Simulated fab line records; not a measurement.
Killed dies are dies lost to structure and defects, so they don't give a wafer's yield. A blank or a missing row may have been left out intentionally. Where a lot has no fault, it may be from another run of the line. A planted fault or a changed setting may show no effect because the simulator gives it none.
Comparing a struck lot with a sound one	flow nand harc	42 out of 1159 route steps
Sound: the wafers L794.2, L794.3, L794.4. Struck: wafer L810.2 (L810.4, L810.6, from the same lot, were not struck and are left out); the cause is given at the end.
Each step with rows lists, per side, the tool, then ch with its chambers, then its first start. Under that, the readings that differ: sound wafers	struck wafers	difference of the means	sigmas: that difference in standard deviations of wafers without a fault.
alike: words and numbers the same on both sides, and readings whose means are apart by under 2 such deviations; not compared: readings that were withheld, readings missing a value for some wafer, numbers with overlapping values and no deviation given by the record, and bounds like >300 which may hide the same value.
Wherever a step has rows on one side only, a row that says differs or no value, or a row with sigmas, the two part there. Numbers that don't overlap but have no deviation are shown without sigmas and don't part them. Lack of a reading on every wafer of one side parts them only where that side has two or more wafers.

first, 3 steps without rows for these wafers: NHARC_THIN_TSV_EXPOSE_09 (exposes mask TSV); NHARC_THIN_TSV_PEB_10 (peb time 85 s); NHARC_THIN_TSV_DEVELOP_11 (time 70 s).
NHARC_THIN_TSV_CD_MEAS_12: the cd target is 1000 nm.
  sound on cd sem-02 ch 0, day 19 03:45; struck on cd sem-01 ch 0, day 22 18:27
  alike: cd nm
then, 2 steps without rows for these wafers: NHARC_THIN_TSV_HARDBAKE_13 (time 80 s); NHARC_THIN_TSV_DESCUM_14 (chemistry O2, time 3 s).
NHARC_THIN_TSV_ETCH_44: etches the open film in CF4/O2, target depth 1594.2 nm, time 797.1 s.
  sound on rie diel-07 ch 0,2,3, day 19 03:59; struck on rie diel-07 ch 1, day 22 18:41
reading	sound	struck	difference	sigmas
rf hours counter h (h)	2 2 2	12	+10	
  alike: drypump motor current A, oes product au, rf vpp V, showerhead plenum p Torr, throttle valve pct
NHARC_THIN_TSV_ETCH_15: target depth 3000 nm, bosch target overetch cycles 2, bosch etch step 2.8 s.
  sound on rie si-03 ch 0,2,3, day 19 04:34; struck on rie si-03 ch 0, day 22 19:18
reading	sound	struck	difference	sigmas
rf hours counter h (h)	0.7 0.7 0.9	0.0	-0.8	
  alike: drypump motor current A
NHARC_THIN_TSV_CD_MEAS_16:
  sound: cd sem-01 at day 19 04:42; struck: cd sem-01 at day 22 19:25
  alike: cd nm
then, 3 steps without rows for these wafers: NHARC_THIN_TSV_STRIP_45 (strips in O2); NHARC_THIN_TSV_STRIP_46 (strips in post etch residue remover, time 1200 s); NHARC_THIN_TSV_DEP_47 (deposits SiO2, target thk 200 nm).
NHARC_THIN_TSV_ETCHBACK_48: etches the open film in C4F8/Ar, target depth 1028.5 nm, time 405.17 s.
  sound on rie diel-08 ch 0,1,3, day 19 05:59; struck on rie diel-08 ch 3, day 22 20:46
reading	sound	struck	difference	sigmas
rf hours counter h (h)	9 7 10	3	-6	
  alike: oes product au, rf vpp V
then, 2 steps without rows for these wafers: NHARC_THIN_TSV_STRIP_62 (strips in N2/H2, time 20 s); NHARC_THIN_TSV_DEGAS_49 (time 120 s).
NHARC_THIN_TSV_PRE_CLEAN_50: time 30 s.
  sound on pvd sputter-02; struck on pvd sputter-02
  alike: heater power w
then, 1 step without rows for these wafers: NHARC_THIN_TSV_PVD_19 (deposits TaN, target thk 20 nm).
NHARC_THIN_TSV_PVD_51: deposits Cu, target thk 100 nm.
  sound on pvd sputter-02; struck on pvd sputter-02
  alike: throttle valve pct
then, 4 steps without rows for these wafers: NHARC_THIN_TSV_ECD_20 (material Cu, target thk 2000 nm); NHARC_THIN_TSV_ANNEAL_52 (time 90 s); NHARC_THIN_TSV_CMP_21 (polishes, t overpolish 30 s, target thk 2000 nm); NHARC_THIN_TSV_SRD_23.
NHARC_THIN_TSV_DEGAS_53: time 60 s.
  sound: pvd sputter-03 at day 19 08:39; struck: pvd sputter-02 at day 22 23:19
  alike: heater power w
then, 11 steps without rows for these wafers: NHARC_THIN_TSV_PRE_CLEAN_54 (time 30 s); NHARC_THIN_TSV_PVD_55 (deposits TiN, target thk 50 nm); NHARC_THIN_TSV_PVD_24 (deposits Al, target thk 800 nm); NHARC_THIN_TSV_DEHYDRATE_25 (time 120 s); NHARC_THIN_TSV_HMDS_26 (time 30 s); NHARC_THIN_TSV_COAT_27; NHARC_THIN_TSV_SOFTBAKE_28 (time 95 s); NHARC_THIN_TSV_EBR_29; NHARC_THIN_TSV_EXPOSE_30 (exposes mask PAD); NHARC_THIN_TSV_PEB_31 (peb time 85 s); NHARC_THIN_TSV_DEVELOP_32 (time 70 s).
NHARC_THIN_TSV_CD_MEAS_33: the cd target is 5000 nm.
  sound on cd sem-01 ch 0, day 19 09:48; struck on cd sem-02 ch 0, day 23 00:37
  alike: cd nm
then, 6 steps without rows for these wafers: NHARC_THIN_TSV_HARDBAKE_34 (time 80 s); NHARC_THIN_TSV_DESCUM_35 (chemistry O2, time 3 s); NHARC_THIN_TSV_ETCH_59 (etches the open film in Cl2/BCl3, target depth 880 nm, time 138.1 s); NHARC_THIN_TSV_ETCH_36 (etches the open film in Cl2/BCl3, target depth 65 nm, time 18.571 s); NHARC_THIN_TSV_STRIP_56 (strips in O2); NHARC_THIN_TSV_STRIP_57 (strips in post etch residue remover, time 1200 s).
NHARC_END_SORT_01:
  the record has rows for the struck wafers here (prober-02 ch 0, day 23 11:08) and none for the sound ones

== WHERE THEY PART ==
Only at NHARC_END_SORT_01, within this record.

WHY: what the simulator had put in
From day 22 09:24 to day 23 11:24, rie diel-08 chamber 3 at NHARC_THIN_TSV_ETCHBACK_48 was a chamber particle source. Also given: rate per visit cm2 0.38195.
